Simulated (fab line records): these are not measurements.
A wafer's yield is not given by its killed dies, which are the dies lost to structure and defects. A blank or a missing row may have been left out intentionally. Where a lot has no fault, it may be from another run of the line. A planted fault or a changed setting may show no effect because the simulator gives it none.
Matching of chambers | flow n5_finfet | uv_cure-03 running N5_BEOL_M11_CURE_72: 3 sister chambers
The step cures SiCOH lowk, time 120 s. 26 wafers are shown with their chamber, then 12 later ones without.

## WAFERS, EACH WITH ITS CHAMBER
wafer  | chamber | wafer_temp_C_max | lamp_power_pct (%)
L076.1 | 1       | 371.7            | 52.33
L076.2 | 1       | 371.2            | 52.31
L076.6 | 1       | 371.2            | 52.29
L077.3 | 0       | 371.1            | 52.33
L077.4 | 0       | 371.1            | 52.29
L077.5 | 0       | 371.3            | 52.40
L080.1 | 0       | 371.0            | 52.27
L080.2 | 0       | 371.4            | 52.27
L080.6 | 0       | 371.1            | 52.22
L080.3 | 0       | 371.8            | 52.34
L080.4 | 0       | 371.8            | 52.33
L080.5 | 0       | 371.2            | 52.27
L086.1 | 2       | 372.1            | 52.30
L086.3 | 2       | 372.6            | 52.32
L086.5 | 2       | 372.5            | 52.26
L086.2 | 2       | 373.0            | 52.27
L086.4 | 2       | 372.3            | 52.31
L086.6 | 2       | 373.0            | 52.31
L084.4 | 1       | 371.1            | 52.36
L084.5 | 1       | 370.9            | 52.26
L084.6 | 1       | 370.7            | 52.29
L085.3 | 0       | 371.3            | 52.35
L085.4 | 0       | 371.5            | 52.25
L085.5 | 0       | 371.2            | 52.45
L095.4 | 1       | 371.2            | 52.32
L095.5 | 1       | 371.3            | 52.28

SIGNATURES (means of the wafers above)
reading          | chamber 0 | chamber 1 | chamber 2 | scatter within a chamber
wafer_temp_C_max | 371.317   | 371.163   | 372.583   | 0.298
lamp_power_pct   | 52.3142   | 52.3050   | 52.2950   | 0.0501
Rule: distance of a wafer from a chamber = root of the sum over the readings of ((wafer's reading minus chamber's mean) / reading's scatter) squared. The wafer belongs to the nearest chamber; if the next one is less than 2 further off, it can't be placed. How the scatter is found: for the shown wafers, subtract from each reading the mean of its chamber, square and add these, divide the total by (wafers less chambers), then take the root.

## WAFERS WHOSE CHAMBER IS MISSING
wafer  | wafer_temp_C_max | lamp_power_pct (%)
L095.6 | 371.3            | 52.23
L097.1 | 371.7            | 52.33
L097.4 | 370.4            | 52.25
L097.6 | 371.1            | 52.29
L097.2 | 371.0            | 52.34
L097.3 | 371.7            | 52.40
L097.5 | 371.4            | 52.22
L096.2 | 374.1            | 52.32
L096.4 | 372.8            | 52.25
L096.3 | 373.6            | 52.31
L096.5 | 373.1            | 52.24
L096.6 | 373.1            | 52.32

## WHICH CHAMBER EACH ONE RAN IN
wafer  | from the rows above          | in truth
L095.6 | can't be placed: 1 or 0      | 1
L097.1 | can't be placed: 0 or 1 or 2 | 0
L097.4 | can't be placed: 1 or 0      | 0
L097.6 | can't be placed: 1 or 0      | 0
L097.2 | can't be placed: 1 or 0      | 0
L097.3 | can't be placed: 0 or 1 or 2 | 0
L097.5 | can't be placed: 1 or 0      | 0
L096.2 | 2                            | 2
L096.4 | 2                            | 2
L096.3 | 2                            | 2
L096.5 | 2                            | 2
L096.6 | 2                            | 2
Correct placement for 5 of the 12. Not placeable from these rows: 7 (in 7, the candidates include the true chamber). Wrongly placed: 0.
